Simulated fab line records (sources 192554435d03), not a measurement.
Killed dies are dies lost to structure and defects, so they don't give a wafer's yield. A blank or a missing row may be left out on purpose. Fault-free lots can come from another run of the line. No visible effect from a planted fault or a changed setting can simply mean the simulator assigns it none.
fab line records    flow n5-finfet
[record] lots = 12  wafers = 32  last-day = 17
route steps=1938 shown BEOL_M11@1556 PASSIVATION@1936
lots with no fault: from the same line, run without faults
start-h: hours from the record's opening day to when the first of the lot's shown wafers began    wait-h: hours from the lot's prior step to this one    " unchanged from the row above    L1.1+2: a row that stands for several wafers    - value missing, or start not given    * or withheld: withheld    < > ~ a bound
route shown NAME@n: NAME is a module with steps in the file, n the number in the route of the first one    usual: average and standard deviation across the fault-free wafers    same: alike in all rows    chamber/n: place in a boat    sites: the reading at each site    _std_site: standard deviation of those values    _edge_site: inner sites' mean taken away from outer sites' mean    radius-mm: for every site, how far away it sits from the centre of the wafer    mask NAME#n: copy n    behind: the tool/chamber that last shaped the wafer    hold: the reason the lot was held/the length of the hold in hours/how it ended    device: which transistor (n, p or np) failed to switch    end of line: tests of these same wafers at the route's end    where a step has no rows: the recipe by itself    killed: at the first sort, the dies lost to defects and structure; wafer yield is something else    map: the dies of a wafer, with x for killed, . for not killed, _ for no die there
set.NAME: the run value of the setting; set.NAME@STEP: its run value at that earlier step    model.NAME: the simulator's own value behind a step, which no gauge read
route steps across a sampled set of lots; one table per step, one row per wafer
services: a tool's chamber out of use, with start hour (start-h, from the record's first day; less than 0 if before it), hours out, and reason
[[steps]]
[step N5_BEOL_M11_STRIP_67]
[recipe] chemistry = CF4  resist = SiARC  power-w = 300  bias-power-w = 75  pressure-mtorr = 50  cf4-flow-sccm = 150  rf-frequency-hz = 6e+07
[usual] drypump-motor-current-A = 5.6/0.48  oes-product-au = 0.80/0.064  power-w = 299.9/0.82  rf-vpp-V = 271.8/1.5  showerhead-plenum-p-Torr = 1.83/0.05  throttle-valve-pct = 13.51/0.2
lot.wafer  tool         chamber  start-h  wait-h  drypump-motor-current-A  oes-product-au  power-w  rf-hours-counter-h  rf-vpp-V  showerhead-plenum-p-Torr  throttle-valve-pct
L882.1     rie-diel-05  3        233.50   0.0     5.3                      0.83            300.7    72                  269.3     1.84                      13.52
L882.3     "            2        "        "       5.1                      0.70            299.9    207                 270.8     1.85                      13.84
L882.5     "            0        "        "       5.5                      0.74            299.4    -                   273.5     1.84                      13.38
L885.4     rie-diel-04  2        254.85   0.0     6.7                      0.76            299.5    171                 268.0     1.73                      13.76
L885.5     "            2        "        "       6.7                      0.76            299.6    -                   269.5     1.73                      13.77
L885.6     "            3        "        "       5.1                      0.79            300.1    -                   270.3     1.76                      13.31
L884.1     rie-diel-03  2        259.12   0.0     5.7                      0.83            298.3    76                  274.4     1.89                      13.42
L884.4     "            3        "        "       5.2                      0.94            300.0    3                   270.4     1.78                      13.35
L884.5     "            2        "        "       5.8                      0.84            299.0    -                   272.5     1.89                      13.41
L886.4     rie-diel-05  1        260.72   0.0     6.3                      0.68            301.5    250                 272.9     1.82                      13.92
L886.5     "            1        "        "       6.3                      0.69            300.7    -                   273.1     1.82                      13.91
L886.6     "            0        "        "       5.5                      0.73            299.6    -                   272.8     1.84                      13.39
L887.2     rie-diel-05  3        270.01   0.0     5.3                      0.82            298.9    86                  271.8     1.84                      13.58
L887.3     "            2        "        "       5.1                      0.70            298.8    221                 271.4     1.85                      13.86
L887.6     "            2        "        "       5.1                      0.69            298.5    -                   273.2     1.85                      13.84
L889.2     rie-diel-05  3        276.49   0.0     5.2                      0.81            300.3    88                  271.7     1.84                      13.56
L889.3     "            2        "        "       5.1                      0.69            299.3    224                 272.9     1.84                      13.86
L891.1     rie-diel-04  3        300.74   0.0     5.1                      0.78            300.6    117                 270.7     1.75                      13.35
L891.2     "            2        "        "       6.7                      0.74            299.5    187                 269.3     1.73                      13.79
L891.3     "            1        "        "       6.1                      0.81            300.8    101                 271.7     1.86                      13.55
L892.3     rie-diel-05  2        300.80   0.0     5.2                      0.69            299.9    235                 272.9     1.84                      13.89
L892.4     "            1        "        "       6.4                      0.92            300.0    10                  272.4     1.82                      13.34
L892.6     "            0        "        "       5.5                      0.72            299.2    -                   272.4     1.84                      13.42
L893.1     rie-diel-05  2        308.87   0.0     5.1                      0.68            299.3    238                 271.9     1.84                      13.90
L893.5     "            2        "        "       5.1                      0.68            298.8    -                   271.0     1.84                      13.90
L893.6     "            3        "        "       5.2                      0.80            299.4    -                   271.4     1.84                      13.60
L900.1     rie-diel-03  2        353.51   0.0     5.7                      0.81            299.5    100                 274.6     1.88                      13.46
L900.2     "            0        "        "       6.1                      0.85            299.3    52                  269.9     1.75                      13.53
L898.1     rie-diel-04  2        355.33   0.0     6.7                      0.73            301.2    204                 269.4     1.73                      13.84
L898.5     "            1        "        "       6.1                      0.80            298.4    -                   273.3     1.86                      13.59
L901.1     rie-diel-03  1        363.54   0.0     5.3                      0.78            298.8    106                 274.6     1.87                      13.55
L901.5     "            2        "        "       5.7                      0.81            299.0    -                   273.2     1.88                      13.47
[step N5_BEOL_M11_OVL_MEAS_29]
[recipe] points-per-wafer = 44
[usual] V10_OVL = 0.3/0.83
lot.wafer  tool        chamber  start-h  wait-h  V10_OVL[nm]
L882.1     overlay-02  0        235.42   0.0     0.4
L882.3     "           0        "        "       0.6
L882.5     "           0        "        "       0.1
L885.4     overlay-02  0        257.77   0.0     1.3
L885.5     "           0        "        "       1.4
L885.6     "           0        "        "       0.4
L884.1     overlay-01  0        259.78   0.0     0.4
L884.4     "           0        "        "       -1.2
L884.5     "           0        "        "       0.6
L886.4     overlay-02  0        263.69   0.0     0.1
L886.5     "           0        "        "       1.5
L886.6     "           0        "        "       1.0
L887.2     overlay-01  0        270.77   0.0     -0.2
L887.3     "           0        "        "       -0.5
L887.6     "           0        "        "       -0.2
L889.2     overlay-02  0        278.07   0.0     1.1
L889.3     "           0        "        "       0.7
L892.3     overlay-02  0        302.49   0.0     0.2
L892.4     "           0        "        "       0.8
L892.6     "           0        "        "       0.2
L891.1     overlay-02  0        302.71   0.1     -0.3
L891.2     "           0        "        "       1.2
L891.3     "           0        "        "       -0.7
L893.1     overlay-01  0        309.62   0.0     0.8
L893.5     "           0        "        "       0.4
L893.6     "           0        "        "       1.0
L900.1     overlay-02  0        357.24   0.0     -0.4
L900.2     "           0        "        "       -0.4
L898.1     overlay-01  0        357.41   0.0     -0.1
L898.5     "           0        "        "       -1.1
L901.1     overlay-02  0        365.12   0.0     0.4
L901.5     "           0        "        "       1.2
[step N5_BEOL_M11_ETCH_65]
[recipe] chemistry = CF4  target = SiARC  target-depth-a = 390  mask-material = CAR-ArF  time-s = 65  ion-energy-ev = 80  pressure-mtorr = 40  source-w = 545  bias-w = 36  Ar_flow_sccm = 100  cf4-flow-sccm = 100  ends = cleared
[usual] drypump-motor-current-A = 5.7/0.53  etch-rf-on-time-s = 65.7/1.8  oes-product-au = 0.68/0.058  rf-vpp-V = 184.5/1.2  showerhead-plenum-p-Torr = 2.18/0.07  throttle-valve-pct = 15.50/0.21
lot.wafer  tool         chamber  start-h  wait-h  drypump-motor-current-A  etch-rf-on-time-s  oes-product-au  rf-hours-counter-h  rf-vpp-V  showerhead-plenum-p-Torr  throttle-valve-pct
L882.1     rie-diel-05  0        235.65   0.0     5.5                      65.0               0.64            181                 184.6     2.22                      15.41
L882.3     "            2        "        "       5.2                      66.9               0.59            208                 185.3     2.21                      15.87
L882.5     "            0        "        "       5.5                      64.5               0.63            -                   184.6     2.22                      15.42
L885.4     rie-diel-04  1        257.86   0.0     6.2                      66.5               0.68            85                  184.7     2.24                      15.57
L885.5     "            1        "        "       6.2                      67.2               0.69            -                   185.4     2.24                      15.56
L885.6     "            0        "        "       5.3                      63.4               0.73            -                   186.9     2.25                      15.04
L884.1     rie-diel-03  3        259.88   0.0     5.2                      65.6               0.81            3                   183.1     2.12                      15.41
L884.4     "            1        "        "       5.3                      68.8               0.67            83                  185.1     2.25                      15.54
L884.5     "            0        "        "       6.1                      64.5               0.75            -                   183.0     2.10                      15.56
L886.4     rie-diel-03  2        263.78   0.0     5.7                      65.6               0.70            77                  187.8     2.25                      15.41
L886.5     "            1        "        "       5.3                      68.2               0.67            -                   183.9     2.25                      15.55
L886.6     "            0        "        "       6.1                      64.6               0.75            -                   184.7     2.10                      15.55
L887.2     rie-diel-04  0        270.90   0.0     5.3                      62.9               0.73            51                  186.4     2.25                      15.04
L887.3     "            1        "        "       6.2                      65.7               0.70            89                  184.6     2.24                      15.58
L887.6     "            2        "        "       6.6                      62.4               0.66            -                   184.2     2.05                      15.74
L889.2     rie-diel-04  2        278.49   0.0     6.7                      63.3               0.65            177                 182.8     2.05                      15.74
L889.3     "            3        "        "       5.1                      68.9               0.65            107                 183.4     2.09                      15.33
L892.3     rie-diel-05  2        302.58   0.0     5.2                      67.0               0.57            236                 185.3     2.20                      15.91
L892.4     "            0        "        "       5.5                      65.1               0.61            207                 185.3     2.21                      15.47
L892.6     "            3        "        "       5.3                      66.3               0.68            -                   183.5     2.17                      15.57
L891.1     rie-diel-04  2        303.04   0.0     6.7                      63.3               0.65            188                 183.1     2.05                      15.77
L891.2     "            0        "        "       5.3                      64.0               0.72            62                  185.4     2.25                      15.05
L891.3     "            3        "        "       5.1                      67.7               0.65            118                 183.5     2.09                      15.35
L893.1     rie-diel-04  3        309.85   0.0     5.1                      67.9               0.65            120                 183.2     2.09                      15.38
L893.5     "            2        "        "       6.7                      63.0               0.64            -                   183.1     2.05                      15.76
L893.6     "            3        "        "       5.1                      68.7               0.64            -                   183.0     2.09                      15.35
L900.1     rie-diel-04  2        357.55   0.0     6.7                      118.3              0.52            204                 181.8     2.04                      15.78
L900.2     "            0        "        "       5.3                      64.2               0.70            79                  186.2     2.24                      15.09
L898.1     rie-diel-04  0        358.33   0.0     5.3                      120.6              0.58            79                  186.1     2.24                      15.09
L898.5     "            3        "        "       5.1                      69.8               0.62            -                   182.8     2.08                      15.38
L901.1     rie-diel-04  1        365.22   0.0     6.1                      125.2              0.54            121                 184.1     2.23                      15.63
L901.5     "            0        "        "       5.3                      64.0               0.70            -                   184.1     2.24                      15.10
[step N5_BEOL_M11_VIA_ETCH_34]
[recipe] chemistry = C4F6/O2  target = SiCOH_lowk  target-depth-a = 1845  mask-material = SOC  taper-deg = 4  time-s = 69.2  ion-energy-ev = 250  pressure-mtorr = 30  source-w = 345  bias-w = 185  Ar_flow_sccm = 300  C4F6_flow_sccm = 10  O2_flow_sccm = 10
[usual] drypump-motor-current-A = 5.7/0.52  oes_f_703_au = 0.80/0.065  oes-product-au = 0.80/0.068  rf-vpp-V = 664/24  showerhead-plenum-p-Torr = 2.89/0.1  throttle-valve-pct = 20.79/0.23
lot.wafer  tool         chamber  start-h  wait-h  drypump-motor-current-A  oes_f_703_au  oes-product-au  rf-hours-counter-h  rf-vpp-V  showerhead-plenum-p-Torr  throttle-valve-pct
L882.1     rie-diel-05  0        235.83   0.0     5.5                      0.74          0.75            181                 649       2.98                      20.78
L882.3     "            2        "        "       5.1                      0.67          0.70            208                 690       2.94                      21.17
L882.5     "            0        "        "       5.5                      0.75          0.74            -                   651       2.98                      20.78
L885.4     rie-diel-04  1        258.04   0.0     6.2                      0.79          0.81            85                  672       2.99                      20.95
L885.5     "            1        "        "       6.1                      0.78          0.81            -                   671       2.99                      20.97
L885.6     "            0        "        "       5.3                      0.85          0.86            -                   641       3.01                      20.30
L884.1     rie-diel-03  3        260.05   0.0     5.2                      0.94          0.95            3                   652       2.81                      20.73
L884.4     "            1        "        "       5.3                      0.76          0.80            83                  703       2.99                      20.89
L884.5     "            0        "        "       6.1                      0.91          0.87            -                   663       2.78                      20.91
L886.4     rie-diel-03  2        263.95   0.0     5.7                      0.83          0.84            77                  674       2.97                      20.62
L886.5     "            1        "        "       5.3                      0.76          0.79            -                   705       2.99                      20.89
L886.6     "            0        "        "       6.1                      0.90          0.88            -                   663       2.78                      20.91
L887.2     rie-diel-04  0        271.07   0.0     5.3                      0.85          0.86            51                  640       3.00                      20.31
L887.3     "            1        "        "       6.2                      0.78          0.81            89                  672       2.99                      20.98
L887.6     "            2        "        "       6.6                      0.81          0.75            -                   611       2.71                      20.90
L889.2     rie-diel-04  2        278.66   0.0     6.6                      0.81          0.74            177                 612       2.71                      20.91
L889.3     "            3        "        "       5.1                      0.75          0.77            108                 671       2.77                      20.57
L892.3     rie-diel-05  2        302.75   0.0     5.2                      0.66          0.68            236                 690       2.93                      21.23
L892.4     "            0        "        "       5.5                      0.72          0.72            207                 648       2.96                      20.83
L892.6     "            3        "        "       5.3                      0.79          0.79            -                   674       2.86                      20.66
L891.1     rie-diel-04  2        303.22   0.0     6.7                      0.80          0.73            188                 611       2.71                      20.93
L891.2     "            0        "        "       5.3                      0.83          0.83            62                  642       3.00                      20.33
L891.3     "            3        "        "       5.1                      0.75          0.76            118                 671       2.77                      20.60
L893.1     rie-diel-04  3        310.03   0.0     5.1                      0.74          0.76            120                 671       2.77                      20.60
L893.5     "            2        "        "       6.7                      0.79          0.74            -                   610       2.70                      20.92
L893.6     "            3        "        "       5.1                      0.74          0.76            -                   670       2.77                      20.60
L900.1     rie-diel-04  2        357.72   0.0     6.7                      0.79          0.72            204                 611       2.70                      20.94
L900.2     "            0        "        "       5.3                      0.81          0.83            79                  642       2.99                      20.34
L898.1     rie-diel-04  0        358.50   0.0     5.3                      0.81          0.82            79                  641       2.99                      20.36
L898.5     "            3        "        "       5.1                      0.73          0.75            -                   668       2.76                      20.62
L901.1     rie-diel-04  1        365.39   0.0     6.2                      0.75          0.78            121                 670       2.98                      21.04
L901.5     "            0        "        "       5.3                      0.81          0.81            -                   640       2.99                      20.36
[step N5_PASSIVATION_PROBE_49]
[usual] defect-limited-yield = 91.4/1.4  killed_at_M0_to_M3 = 33/10  killed_at_M4_up = 14/6.1  killed-at-contacts = 14/6.1  killed-at-front-end = 38/9.7  killed-at-other = 3.1/2.9  killed-dies = 102/17  killed-on-rim = 14/4.1  killed-open = 67/13  killed-short = 32/8  sort_bin_5_function = 5.1/0.94  sort_bin_6_memory = 3.2/0.68  sort_bin_8_speed = 0.02/0.17  sort-n-pass = 1078/17  sort-yield-pct = 91.3/1.5
[same] gross-dies = 1180  killed-at-back-side = 0  sort_bin_4_leakage[%] = 0
lot.wafer  tool       chamber  start-h  wait-h  defect-limited-yield[%]  killed_at_M0_to_M3  killed_at_M4_up  killed-at-contacts  killed-at-front-end  killed-at-other  killed-dies  killed-on-rim  killed-open  killed-short  sort_bin_5_function[%]  sort_bin_6_memory[%]  sort_bin_8_speed[%]  sort-n-pass  sort-yield-pct[%]
L884.1     prober-02  -        306.65   0.0     91.2                     25                  29               17                  32                   1                104          10             73           29            5.7                     2.7                   0                    1076         91.2
L884.4     prober-02  -        306.80   0.2     92.5                     22                  11               23                  32                   1                89           6              69           19            4.6                     2.8                   0                    1091         92.5
L884.5     prober-02  -        306.85   0.2     90.2                     40                  10               14                  50                   2                116          16             81           35            5.3                     4.2                   0                    1064         90.2
L886.4     prober-01  -        310.44   0.2     93.4                     29                  10               10                  29                   0                78           9              51           27            3.8                     2.7                   0                    1102         93.4
L886.5     prober-01  -        310.49   0.2     91.0                     28                  24               7                   46                   1                106          22             77           27            5.5                     3.3                   0                    1074         91.0
L886.6     prober-01  -        310.54   0.3     90.8                     45                  14               8                   40                   1                108          12             64           44            5.3                     3.5                   0                    1072         90.8
L887.2     prober-02  -        313.47   0.1     88.6                     41                  13               12                  67                   1                134          21             78           54            7.2                     3.7                   0                    1046         88.6
L887.3     prober-02  -        313.52   0.1     90.9                     32                  12               12                  50                   1                107          10             80           26            5.3                     3.6                   0                    1073         90.9
L887.6     prober-02  -        313.67   0.3     90.4                     38                  5                13                  55                   2                113          16             73           40            5.1                     4.3                   0                    1067         90.4
L889.2     prober-01  -        330.60   0.1     92.2                     18                  13               8                   48                   5                92           9              62           30            4.6                     2.9                   0                    1088         92.2
L889.3     prober-01  -        330.65   0.1     92.2                     18                  21               13                  33                   7                92           11             68           24            4.6                     3.0                   0                    1088         92.2
L892.3     prober-01  -        346.63   0.1     90.8                     47                  10               16                  35                   1                109          19             72           34            5.3                     3.2                   0                    1071         90.8
L892.4     prober-01  -        346.68   0.2     91.1                     36                  10               16                  40                   3                105          24             63           36            5.2                     2.5                   0                    1075         91.1
L892.6     prober-01  -        346.78   0.3     89.9                     43                  12               26                  32                   6                119          19             80           38            5.3                     4.6                   0                    1061         89.9
L893.1     prober-01  -        350.99   0.0     89.8                     44                  12               14                  46                   4                120          23             66           54            5.9                     3.9                   0                    1060         89.8
L893.5     prober-01  -        351.19   0.2     91.7                     34                  13               13                  35                   3                98           6              70           28            5.4                     2.6                   0                    1082         91.7
L893.6     prober-01  -        351.24   0.3     88.8                     59                  16               23                  27                   7                132          15             90           40            6.3                     4.2                   0                    1048         88.8
L891.1     prober-02  -        352.11   0.0     89.2                     31                  21               31                  44                   0                127          14             93           33            6.2                     4.2                   0                    1053         89.2
L891.2     prober-02  -        352.16   0.1     91.0                     32                  13               14                  47                   0                106          15             65           41            5.5                     3.2                   0                    1074         91.0
L891.3     prober-02  -        352.21   0.1     89.1                     43                  15               26                  44                   1                129          13             87           42            6.6                     4.1                   0                    1051         89.1
L900.2     prober-01  -        395.55   0.1     90.6                     34                  8                20                  42                   7                111          16             76           29            5.5                     3.9                   0                    1069         90.6
L898.1     prober-02  -        405.48   0.0     90.1                     25                  20               28                  43                   1                117          10             77           38            6.8                     3.0                   0                    1063         90.1
L898.5     prober-02  -        405.68   0.2     91.7                     19                  24               17                  34                   4                98           19             65           33            4.4                     3.6                   0                    1082         91.7
L901.5     prober-01  -        408.38   0.2     93.0                     16                  10               7                   43                   7                83           9              48           21            3.0                     2.8                   0                    1097         93.0
// killed by level:class
L884.1 BEOL_M4:geometric-particle:open=16 MOL_CONTACT_COAG:geometric-particle:open=14 STI_FIN_REVEAL:geometric-particle:open=9 FIN_SAQP:geometric-particle:open=8 BEOL_M0_SAQP:geometric-particle:short=7 BEOL_M1:geometric-particle:open=6 BEOL_M0_SAQP:geometric-particle:open=5 BEOL_M4:geometric-particle:short=5
L884.4 MOL_CONTACT_COAG:geometric-particle:open=21 STI_FIN_REVEAL:geometric-particle:open=11 BEOL_M3:geometric-particle:open=6 FIN_SAQP:geometric-particle:open=5 BEOL_M0_SAQP:geometric-particle:open=5 BEOL_M4:geometric-particle:open=5 FIN_SAQP:geometric-particle:short=3 GATE_CUT:geometric-particle:short=3
L884.5 STI_FIN_REVEAL:geometric-particle:open=22 BEOL_M1:geometric-particle:open=12 MOL_CONTACT_COAG:geometric-particle:open=11 FIN_SAQP:geometric-particle:short=8 BEOL_M3:geometric-particle:open=8 FIN_SAQP:geometric-particle:open=5 STARTING-WAFER:geometric-particle:short=5 BEOL_M0_SAQP:geometric-particle:short=5
L886.4 BEOL_M3:geometric-particle:open=11 MOL_CONTACT_COAG:geometric-particle:open=9 FIN_SAQP:geometric-particle:short=6 STI_FIN_REVEAL:geometric-particle:open=6 FIN_SAQP:geometric-particle:open=5 BEOL_M0_SAQP:geometric-particle:short=5 BEOL_M0_SAQP:geometric-particle:open=5 BEOL_M1:geometric-particle:open=4
L886.5 STI_FIN_REVEAL:geometric-particle:open=14 BEOL_M4:geometric-particle:open=8 FIN_SAQP:geometric-particle:open=7 MOL_CONTACT_COAG:geometric-particle:open=7 BEOL_M0_SAQP:geometric-particle:open=7 FIN_SAQP:geometric-particle:short=6 BEOL_M1:geometric-particle:open=6 STI_FIN_REVEAL:geometric-particle:short=5
L886.6 BEOL_M3:geometric-particle:open=13 BEOL_M0_SAQP:geometric-particle:short=12 FIN_SAQP:geometric-particle:short=11 STI_FIN_REVEAL:geometric-particle:open=11 BEOL_M2:geometric-particle:open=10 MOL_CONTACT_COAG:geometric-particle:open=6 BEOL_M4:geometric-particle:open=6 BEOL_M3:geometric-particle:short=4
L887.2 FIN_SAQP:geometric-particle:short=25 FIN_SAQP:geometric-particle:open=14 BEOL_M2:geometric-particle:open=13 MOL_CONTACT_COAG:geometric-particle:open=11 BEOL_M3:geometric-particle:open=8 STI_FIN_REVEAL:geometric-particle:open=7 BEOL_M0_SAQP:geometric-particle:short=5 DUMMY_GATE:geometric-particle:open=4
L887.3 STI_FIN_REVEAL:geometric-particle:open=13 FIN_SAQP:geometric-particle:open=12 MOL_CONTACT_COAG:geometric-particle:open=12 FIN_SAQP:geometric-particle:short=10 BEOL_M2:geometric-particle:open=9 BEOL_M0_SAQP:geometric-particle:open=8 BEOL_M4:geometric-particle:open=7 BEOL_M1:geometric-particle:short=4
L887.6 FIN_SAQP:geometric-particle:short=15 FIN_SAQP:geometric-particle:open=14 MOL_CONTACT_COAG:geometric-particle:open=9 BEOL_M3:geometric-particle:open=8 BEOL_M2:geometric-particle:open=7 GATE_CUT:geometric-particle:open=6 BEOL_M1:geometric-particle:short=6 DUMMY_GATE:geometric-particle:open=5
L889.2 FIN_SAQP:geometric-particle:open=18 FIN_SAQP:geometric-particle:short=7 BEOL_M4:geometric-particle:open=7 ILD0:geometric-particle:short=5 BEOL_M3:geometric-particle:open=5 BEOL_M6:geometric-particle:open=5 MOL_CONTACT_COAG:geometric-particle:open=4 MOL_CONTACT_COAG:geometric-particle:short=4
L889.3 BEOL_M4:geometric-particle:open=13 MOL_CONTACT_COAG:geometric-particle:open=12 STI_FIN_REVEAL:geometric-particle:open=8 BEOL_M0_SAQP:geometric-particle:open=7 STI_FIN_REVEAL:geometric-particle:short=6 BEOL_M5:geometric-particle:open=5 DUMMY_GATE:geometric-particle:open=4 PASS1_CAP:geometric-particle:short=4
L892.3 MOL_CONTACT_COAG:geometric-particle:open=15 BEOL_M0_SAQP:geometric-particle:short=12 BEOL_M3:geometric-particle:open=12 BEOL_M0_SAQP:geometric-particle:open=11 DUMMY_GATE:geometric-particle:open=7 BEOL_M2:geometric-particle:open=6 FIN_SAQP:geometric-particle:short=5 STI_FIN_REVEAL:geometric-particle:open=4
L892.4 BEOL_M2:geometric-particle:open=11 MOL_CONTACT_COAG:geometric-particle:open=10 STI_FIN_REVEAL:geometric-particle:open=7 DUMMY_GATE:geometric-particle:open=7 MOL_CONTACT_COAG:geometric-particle:short=6 BEOL_M0_SAQP:geometric-particle:open=6 BEOL_M3:geometric-particle:open=6 BEOL_M4:geometric-particle:short=5
L892.6 MOL_CONTACT_COAG:geometric-particle:open=18 BEOL_M0_SAQP:geometric-particle:open=14 BEOL_M0_SAQP:geometric-particle:short=9 MOL_CONTACT_COAG:geometric-particle:short=8 BEOL_M2:geometric-particle:short=8 BEOL_M3:geometric-particle:open=8 FIN_SAQP:geometric-particle:short=6 STI_FIN_REVEAL:geometric-particle:open=6
L893.1 MOL_CONTACT_COAG:geometric-particle:open=11 DUMMY_GATE:geometric-particle:open=9 GATE_CUT:geometric-particle:short=9 BEOL_M0_SAQP:geometric-particle:short=9 BEOL_M4:geometric-particle:open=8 FIN_SAQP:geometric-particle:short=7 BEOL_M2:geometric-particle:open=6 BEOL_M3:geometric-particle:open=6
L893.5 FIN_SAQP:geometric-particle:open=12 MOL_CONTACT_COAG:geometric-particle:open=11 BEOL_M4:geometric-particle:open=8 BEOL_M3:geometric-particle:open=8 BEOL_M0_SAQP:geometric-particle:open=7 BEOL_M1:geometric-particle:open=7 FIN_SAQP:geometric-particle:short=6 GATE_CUT:geometric-particle:short=6
L893.6 MOL_CONTACT_COAG:geometric-particle:open=18 BEOL_M1:geometric-particle:open=15 BEOL_M0_SAQP:geometric-particle:short=10 BEOL_M4:geometric-particle:open=10 BEOL_M2:geometric-particle:open=9 STI_FIN_REVEAL:geometric-particle:open=6 BEOL_M3:geometric-particle:open=6 MOL_CONTACT_COAG:geometric-particle:short=5
L891.1 MOL_CONTACT_COAG:geometric-particle:open=28 FIN_SAQP:geometric-particle:open=12 FIN_SAQP:geometric-particle:short=8 DUMMY_GATE:geometric-particle:open=7 BEOL_M3:geometric-particle:open=7 BEOL_M4:geometric-particle:open=7 GATE_CUT:geometric-particle:short=5 BEOL_M0_SAQP:geometric-particle:short=5
L891.2 FIN_SAQP:geometric-particle:short=15 MOL_CONTACT_COAG:geometric-particle:open=12 FIN_SAQP:geometric-particle:open=7 BEOL_M0:geometric-particle:open=7 BEOL_M0_SAQP:geometric-particle:short=6 STARTING-WAFER:geometric-particle:short=5 DUMMY_GATE:geometric-particle:open=4 BEOL_M3:geometric-particle:open=4
L891.3 MOL_CONTACT_COAG:geometric-particle:open=21 BEOL_M0_SAQP:geometric-particle:open=12 STI_FIN_REVEAL:geometric-particle:open=9 BEOL_M0_SAQP:geometric-particle:short=9 BEOL_M1:geometric-particle:open=8 MOL_CONTACT_COAG:geometric-particle:short=5 BEOL_M2:geometric-particle:open=5 BEOL_M4:geometric-particle:open=5
L900.2 MOL_CONTACT_COAG:geometric-particle:open=16 STI_FIN_REVEAL:geometric-particle:open=11 BEOL_M3:geometric-particle:open=8 BEOL_M4:geometric-particle:open=6 DUMMY_GATE:geometric-particle:open=6 BEOL_M1:geometric-particle:open=6 BEOL_M0:geometric-particle:open=6 FIN_CUT:area-etch=6
L898.1 MOL_CONTACT_COAG:geometric-particle:open=23 FIN_SAQP:geometric-particle:open=12 FIN_SAQP:geometric-particle:short=8 BEOL_M0_SAQP:geometric-particle:open=7 BEOL_M1:geometric-particle:short=7 STI_FIN_REVEAL:geometric-particle:open=5 MOL_CONTACT_COAG:geometric-particle:short=5 BEOL_M4:geometric-particle:open=5
L898.5 MOL_CONTACT_COAG:geometric-particle:open=14 FIN_SAQP:geometric-particle:open=10 FIN_SAQP:geometric-particle:short=7 BEOL_M4:geometric-particle:open=7 DUMMY_GATE:geometric-particle:open=5 BEOL_M5:geometric-particle:open=5 STI_FIN_REVEAL:geometric-particle:open=4 STARTING-WAFER:geometric-particle:short=4
L901.5 HKMG_FIN:area-etch=13 FIN_SAQP:geometric-particle:open=7 STI_FIN_REVEAL:geometric-particle:open=6 BEOL_M3:geometric-particle:open=6 MOL_CONTACT_COAG:geometric-particle:open=4 DUMMY_GATE:geometric-particle:open=3 GATE_CUT:geometric-particle:short=3 MOL_CONTACT_COAG:geometric-particle:short=3
[[services]]
tool         chamber  start-h  hours  kind
rie-diel-03  3        224.30   -      clean
rie-diel-03  3        224.30   -      consumable-replace:focus-ring
rie-diel-03  3        224.30   24.5   scheduled-down
rie-diel-03  3        224.30   24.5   vent-cycle
rie-diel-05  1        261.35   -      clean
rie-diel-05  1        261.35   -      consumable-replace:focus-ring
rie-diel-05  1        261.35   15.8   scheduled-down
rie-diel-05  1        261.35   15.8   vent-cycle
rie-diel-03  -        280.32   19.4   repair
rie-diel-03  -        299.88   14.6   pm
rie-diel-04  -        301.97   0.1    repair
rie-diel-03  1        325.29   11.4   repair
rie-diel-03  3        338.91   35.9   repair
rie-diel-05  2        355.21   -      clean
rie-diel-05  2        355.21   -      consumable-replace:focus-ring
rie-diel-05  2        355.21   19.5   scheduled-down
rie-diel-05  2        355.21   19.5   vent-cycle
[[key]]
[first-sign] step = N5_BEOL_M11_ETCH_65  reading = etch-rf-on-time-s  direction = up  sigmas = 30  usual = *  struck = *
[effect] step = N5_BEOL_M11_ETCH_65  reading = oes-product-au  direction = down  sigmas = 2.3  usual = 0.68  struck = 0.55
met-at N5_BEOL_M11_ETCH_65
struck-lots L898,L900,L901
struck-wafers L898.1,L900.1,L901.1
[baseline-loss] step = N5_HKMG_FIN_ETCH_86  wafers = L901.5
not-acting-at N5_BEOL_M11_STRIP_67,N5_BEOL_M11_OVL_MEAS_29,N5_BEOL_M11_VIA_ETCH_34
onset-between 309.85 357.55
[fault] kind = process-parameter-drift  tool = rie-diel-04  chamber = -  onset-h = 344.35  steps = N5_BEOL_M11_ETCH_65  channel = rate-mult  offset = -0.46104  shape = step  end-h = 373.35  scope = struck-wafers-only
// baseline-loss: these wafers lose ten dies or more at that step, a loss of the line's own and not of a fault; the sort's usual values leave them out
